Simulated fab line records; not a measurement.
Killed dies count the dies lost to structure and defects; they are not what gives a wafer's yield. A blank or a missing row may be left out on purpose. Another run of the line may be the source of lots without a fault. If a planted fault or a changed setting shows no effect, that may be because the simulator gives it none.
3 desks, one fault -- flow n5-finfet -- numbers are kept per desk, each desk with only its own; the story behind them comes last

## AT THE METROLOGY DESK
Means of the sampled wafers that have a number, per lot and without regard to the tool the lot ran on: this is what the gauges read. If a lot's mean is further than 4 standard deviations from the usual mean, the lot is out of limits and carries the mark OUT (the distance appears in the brackets).
Columns: A = cd-nm at N5_BEOL_M14_CD_MEAS_10, usual 250.5 nm; B = V13_OVL at N5_BEOL_M14_OVL_MEAS_11, usual 5 nm; C = cd-nm at N5_BEOL_M14_CD_MEAS_17, usual 251.5 nm
lot,first seen here,A,B,C
L871,day 13 01:50,251.3,10,251.1
L878,day 15 09:23,246.8,3,247.8
L881,day 15 10:18,253.3,10,257.2
L884,day 16 11:59,253.1,6,257.4
L886,day 17 06:44,250.2,1,251.7
L887,day 17 16:22,250.5,4,251.8
Finding of this desk: none of the 6 lots has anything out of limits.

## THE DEFECT DESK
Per lot, the means of the sampled wafers with a number show what the inspections along the route counted. If a lot's mean is further than 4 standard deviations from the usual mean, the lot is out of limits and carries the mark OUT (the distance appears in the brackets).
Columns: A = raw-defect-count at N5_BEOL_M14_INSPECT_12, usual 2.0
lot,first seen here,A
L871,day 13 01:53,1.0
L878,day 15 09:26,1.7
L881,day 15 10:21,2.0
L884,day 16 12:02,0.5
L886,day 17 06:47,2.3
L887,day 17 16:25,1.3
Finding of this desk: none of the 6 lots has anything out of limits.

## DESK OF THE TOOL OWNER: rie-diel-01
The tool's own readings at N5_BEOL_M14_ETCH_59 (etches BARC in N2/H2, target depth 89 nm, overetch 26.7 nm, time 67.9 s): means of the sampled wafers that have a number, for each lot that ran on this tool. If a lot's mean is further than 4 standard deviations from the usual mean, the lot is out of limits and carries the mark OUT (the distance appears in the brackets).
Columns: A = drypump-motor-current-A at N5_BEOL_M14_ETCH_59, usual 5.5 A; B = oes-product-au at N5_BEOL_M14_ETCH_59, usual 0.69 a.u.; C = rf-vpp-V at N5_BEOL_M14_ETCH_59, usual 525.0 V; D = showerhead-plenum-p-Torr at N5_BEOL_M14_ETCH_59, usual 2.58 Torr; E = throttle-valve-pct at N5_BEOL_M14_ETCH_59, usual 17.8 %
lot,first seen here,A,B,C,D,E
L871,day 13 02:25,5.5,0.73,524.6,2.57,17.9
L878,day 15 09:33,5.6,0.73,525.6,2.61,17.9
L881,day 15 10:25,5.8,0.69,525.9,2.59,17.7
L884,day 16 12:07,5.5,0.73,526.0,2.63,18.0
Finding of this desk: none of the 4 lots has anything out of limits.

## PUT TOGETHER
Metrology desk: nothing out of limits seen.
The defect desk saw nothing out of limits.
The tool owner's desk saw nothing out of limits.

## WHAT THE SIMULATOR PUT IN
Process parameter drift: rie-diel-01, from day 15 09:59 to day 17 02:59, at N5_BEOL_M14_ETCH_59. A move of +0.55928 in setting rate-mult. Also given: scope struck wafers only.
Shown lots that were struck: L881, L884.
